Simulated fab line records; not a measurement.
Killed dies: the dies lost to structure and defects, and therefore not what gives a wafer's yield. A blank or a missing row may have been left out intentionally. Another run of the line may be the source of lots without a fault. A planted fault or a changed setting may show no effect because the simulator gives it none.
Chamber matching / flow n5_finfet / 4 sister chambers for N5_SPACER0_ALD_07 on ald_sin-03
The step deposits SiNx, target thk 2 nm. 14 wafers are shown with their chamber, then 7 later ones without.

WAFERS PAIRED WITH THEIR CHAMBERS
wafer=L075.4; chamber=2; heater_power_w (W)=827
wafer=L075.5; chamber=1; heater_power_w (W)=777
wafer=L075.6; chamber=2; heater_power_w (W)=871
wafer=L076.2; chamber=0; heater_power_w (W)=1077
wafer=L076.3; chamber=1; heater_power_w (W)=782
wafer=L076.4; chamber=2; heater_power_w (W)=869
wafer=L079.1; chamber=0; heater_power_w (W)=1077
wafer=L079.3; chamber=3; heater_power_w (W)=733
wafer=L079.6; chamber=0; heater_power_w (W)=1070
wafer=L080.3; chamber=3; heater_power_w (W)=772
wafer=L080.4; chamber=1; heater_power_w (W)=784
wafer=L080.5; chamber=0; heater_power_w (W)=1052
wafer=L084.2; chamber=3; heater_power_w (W)=762
wafer=L084.3; chamber=2; heater_power_w (W)=847

SIGNATURES (averages over the wafers above)
reading=heater_power_w; chamber 0=1069.00; chamber 1=781.00; chamber 2=853.50; chamber 3=755.67; scatter within a chamber=16
Rule: for a wafer and a chamber, the distance is found by dividing, reading by reading, the gap between the wafer's reading and the chamber's mean by the reading's scatter, squaring, summing and taking the root. The wafer belongs to the nearest chamber; if the next one is less than 2 further off, it can't be placed. The scatter is the square root of a quotient: the sum, over the shown wafers, of each reading's squared deviation from its chamber's mean, divided by wafers minus chambers.

WAFERS WHOSE CHAMBER IS MISSING
wafer=L084.6; heater_power_w (W)=798
wafer=L088.1; heater_power_w (W)=767
wafer=L088.3; heater_power_w (W)=1084
wafer=L088.4; heater_power_w (W)=831
wafer=L093.3; heater_power_w (W)=852
wafer=L093.4; heater_power_w (W)=785
wafer=L093.6; heater_power_w (W)=774

WHICH CHAMBER EACH WENT THROUGH
wafer=L084.6; from the rows above=can't be placed: 1 or 3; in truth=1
wafer=L088.1; from the rows above=can't be placed: 3 or 1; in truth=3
wafer=L088.3; from the rows above=0; in truth=0
wafer=L088.4; from the rows above=can't be placed: 2 or 1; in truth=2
wafer=L093.3; from the rows above=2; in truth=2
wafer=L093.4; from the rows above=can't be placed: 1 or 3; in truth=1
wafer=L093.6; from the rows above=can't be placed: 1 or 3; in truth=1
Placed correctly: 2 of 7. Can't be placed from these rows: 5 (the true chamber is among the candidates in 5). Wrongly placed: 0.
